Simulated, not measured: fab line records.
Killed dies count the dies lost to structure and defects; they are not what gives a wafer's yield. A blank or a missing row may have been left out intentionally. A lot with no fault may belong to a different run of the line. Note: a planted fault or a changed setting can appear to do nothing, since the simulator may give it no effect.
Matching of chambers + flow n5 finfet + N5_FIN_SAQP_SPACER1_ALD_24 on ald sin-03 has 4 sister chambers
The step deposits SiO2, target thk 20.3 nm, pulse time 1 s, purge time 2 s. 4 wafers are shown with their chamber, then 12 later ones without.

WAFERS WITH THEIR CHAMBER
| wafer  | chamber | heater power w (W) |
|--------|---------|--------------------|
| L083.2 | 0       | 435                |
| L083.3 | 1       | 453                |
| L085.3 | 2       | 483                |
| L085.6 | 3       | 491                |

WAFERS WHOSE CHAMBER IS MISSING
| wafer  | heater power w (W) |
|--------|--------------------|
| L086.3 | 506                |
| L086.5 | 484                |
| L086.6 | 452                |
| L087.1 | 463                |
| L087.2 | 432                |
| L087.6 | 464                |
| L095.1 | 450                |
| L095.3 | 496                |
| L095.6 | 490                |
| L096.1 | 450                |
| L096.5 | 494                |
| L096.6 | 494                |

CHAMBER TAKEN BY EACH
| wafer  | from the rows above     | in truth |
|--------|-------------------------|----------|
| L086.3 | can't be placed: 3 or 2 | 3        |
| L086.5 | can't be placed: 2 or 3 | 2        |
| L086.6 | 1                       | 1        |
| L087.1 | can't be placed: 1 or 2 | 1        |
| L087.2 | 0                       | 0        |
| L087.6 | can't be placed: 1 or 2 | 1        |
| L095.1 | can't be placed: 1 or 0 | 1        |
| L095.3 | can't be placed: 3 or 2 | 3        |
| L095.6 | can't be placed: 3 or 2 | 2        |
| L096.1 | can't be placed: 1 or 0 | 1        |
| L096.5 | can't be placed: 3 or 2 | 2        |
| L096.6 | can't be placed: 3 or 2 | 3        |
2 of 12 placed correctly. These rows do not allow placing 10 (true chamber among the candidates in 10). 0 placed wrongly.
How it was worked out, from the rows above alone: a wafer's distance from a chamber is the root of the sum, over the readings, of the square of ((its reading less the chamber's mean) divided by the reading's scatter). The wafer belongs to the nearest chamber; if the next one is less than 2 further off, it can't be placed. For every chamber, the mean is computed from those of its wafers that are shown. The scatter: root of mean squared gap, hidden wafer to nearest shown wafer, with one shown wafer a chamber.
